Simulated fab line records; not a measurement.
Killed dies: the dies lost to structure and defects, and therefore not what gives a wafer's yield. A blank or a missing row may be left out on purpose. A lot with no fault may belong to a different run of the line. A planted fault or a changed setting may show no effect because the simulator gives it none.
A lot that was struck, set against a sound lot / flow n5-finfet / 15 steps out of a route of 1938
Sound: these wafers, L238.3, L238.5, L238.6. Struck: wafer L251.6 (L251.3, L251.5, from the same lot, were not struck and are left out); the cause is given at the end.
At each step with rows: each side's tool, then ch and its chambers, then its first start. Under that, the readings that differ: sound wafers / struck wafers / difference of the means / sigmas: that difference in standard deviations of wafers without a fault.
alike: a reading whose means differ by less than 2 such deviations, as well as words and numbers matching on both sides. not compared: withheld readings; readings where some wafer has no value; bounds like >300 that might hide an equal value; numbers whose values overlap and for which the record gives no deviation.
The two part at a step that has a row with sigmas, a row that says differs or no value, or rows on one side only. When numbers do not overlap yet have no deviation, they are printed without sigmas and do not part them. Lack of a reading on every wafer of one side parts them only where that side has two or more wafers.

first, 1 step without rows for these wafers: N5_BEOL_M10_STRIP_77 (strips in N2/H2, time 10 s).
N5_BEOL_M10_OCD_MEAS_38:
  sound on ocd-01 at day 11 04:01; struck on ocd-02 at day 14 15:29
  alike: trench-depth-nm
then, 4 steps without rows for these wafers: N5_BEOL_M10_HM_STRIP_39 (strips TiN in peroxide tin strip, target depth 25 nm, time 158 s); N5_BEOL_M10_SRD_40 (time 30 s); N5_BEOL_M10_PRECLEAN_42 (cleans in residue remover, time 60 s); N5_BEOL_M10_SRD_43 (time 30 s).
N5_BEOL_M10_CD_MEAS_35: the cd target is 70 nm.
  sound on cd-sem-02 at day 11 04:10; struck on cd-sem-03 at day 14 15:38
  alike: cd-nm
N5_BEOL_M10_CURE_72: cures SiCOH lowk, time 120 s.
  sound on uv-cure-03 ch 0, day 11 04:39; struck on uv-cure-02 ch 2, day 14 15:46
  alike: lamp-power-pct, wafer_temp_C_max
N5_BEOL_M10_DEGAS_44: time 60 s.
  sound on pvd-sputter-02 at day 11 04:58; struck on pvd-sputter-03 at day 14 16:05
  alike: heater-power-w
N5_BEOL_M10_PRE_CLEAN_45: time 30 s.
  sound on pvd-sputter-02 at day 11 05:01; struck on pvd-sputter-03 at day 14 16:08
  alike: heater-power-w
N5_BEOL_M10_ALD_74: deposits TaN, target thk 2 nm, pulse time 2 s, purge time 3 s.
  sound on ald-metal-01 ch 0,1,3, day 11 05:04; struck on ald-metal-01 ch 3, day 14 16:15
  alike: heater-power-w, precursor-vessel-pressure-torr
then, 1 step without rows for these wafers: N5_BEOL_M10_SURFACE_TREAT_76.
N5_BEOL_M10_CVD_75: deposits Co from CCTBA/H2, target thk 2 nm, time 138.9 s.
  sound on cvd-co-01 ch 0,1,2, day 11 05:40; struck on cvd-co-01 ch 0, day 14 16:44
reading=run-length-s (s); sound=162.6 161.7 162.9; struck=230.0; difference=+67.6; sigmas=+99 or more
N5_BEOL_M10_SPUTTER_48: material Cu, target thk 12 nm, time 2 s.
  sound on pvd-sputter-03 at day 11 06:33; struck on pvd-sputter-03 at day 14 16:51
  alike: bias-v, throttle-valve-pct
-- here the record skips 2 days between the struck wafers' starts before and after, leaving off in module BEOL_M10 and picking up in module PASSIVATION (first step shown: number 1936 of the route) --
N5_PASSIVATION_PROBE_49:
  sound on prober-01 at day 13 09:02; struck on prober-01 at day 16 18:29
reading=defect-limited-yield (%); sound=91.0 92.7 92.0; struck=89.1; difference=-2.8; sigmas=-2
reading=killed-at-front-end; sound=34 23 25; struck=60; difference=+33; sigmas=+3
reading=killed-dies; sound=106 86 94; struck=129; difference=+34; sigmas=+2
reading=sort_bin_5_function (%); sound=5.4 4.2 4.8; struck=6.8; difference=+2.0; sigmas=+2
reading=sort-n-pass; sound=1074 1094 1086; struck=1051; difference=-34; sigmas=-2
reading=sort-yield-pct (%); sound=91.0 92.7 92.0; struck=89.1; difference=-2.8; sigmas=-2
  alike: killed_at_M0_to_M3, killed_at_M4_up, killed-at-contacts, killed-at-other, killed-open, killed-short, sort_bin_6_memory

== WHERE THEY PART ==
Earliest at N5_BEOL_M10_CVD_75; latest, in this record, at N5_PASSIVATION_PROBE_49.

WHY: what the simulator had put in
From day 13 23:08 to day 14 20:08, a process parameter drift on cvd-co-01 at N5_BEOL_M10_CVD_75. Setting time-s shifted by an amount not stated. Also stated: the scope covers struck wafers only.
